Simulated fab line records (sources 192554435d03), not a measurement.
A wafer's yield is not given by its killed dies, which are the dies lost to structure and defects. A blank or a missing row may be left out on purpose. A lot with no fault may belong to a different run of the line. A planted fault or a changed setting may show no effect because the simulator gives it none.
Which tool was responsible? -- flow n5 finfet -- 12 lots with 36 wafers sampled at 2 steps, on a route of 1938 steps

== WHAT THE GAUGES SHOWED, per wafer ==
N5_BEOL_M6_INSPECT_58: inspects for defects (darkfield).
lot,measured,on,raw defect count
L074,day 10 09:08,defect inspect-01,100 85 82
L077,day 10 17:45,defect inspect-02,91 55 65
L080,day 11 05:20,defect inspect-01,91 104 55
L081,day 11 17:48,defect inspect-01,101 77 56
L083,day 12 09:03,defect inspect-02,80 44 75
L086,day 12 17:29,defect inspect-02,80 63 54
L087,day 13 07:01,defect inspect-01,47 87 50
L089,day 14 03:46,defect inspect-01,75 67 50
L091,day 14 06:50,defect inspect-02,105 55 72
L092,day 14 13:01,defect inspect-01,47 39 19
L096,day 15 19:35,defect inspect-02,65 39 60
L097,day 16 00:29,defect inspect-02,120 85 100

== EACH LOT AND THE TOOL THAT RAN IT (in order: tool; ch and the chambers of the sampled wafers; start) ==
lot,N5_BEOL_M6_DEGAS_44
L074,"pvd sputter-03, day 10 07:01"
L077,"pvd sputter-02, day 10 16:10"
L080,"pvd sputter-01, day 11 03:29"
L081,"pvd sputter-03, day 11 16:12"
L083,"pvd sputter-01, day 12 07:07"
L086,"pvd sputter-03, day 12 14:56"
L087,"pvd sputter-02, day 13 05:06"
L089,"pvd sputter-02, day 13 23:02"
L091,"pvd sputter-03, day 14 02:27"
L092,"pvd sputter-01, day 14 11:01"
L096,"pvd sputter-03, day 15 17:26"
L097,"pvd sputter-03, day 15 21:48"
- N5_BEOL_M6_DEGAS_44: time 60 s.

== THE ANSWER, worked out from the rows above alone ==
Rule: the usual values come from the lots themselves. Put in order of their means at a reading, lots are off if they are a third of the lots or fewer, leave a main group of 4 or more, and stand apart from it by a gap of 3 or more times the standard deviation of the main group's means; of several such gaps the widest counts. If all means in a main group match to the digits the tables above print for the reading, that group is not used. Also off: a lot with no number at a reading for which 4 or more lots have one. Any other lot the step has rows for is counted as sound.
None of the lots is off at any reading shown; this tells nothing.

== WHAT WAS PUT IN BY THE SIMULATOR ==
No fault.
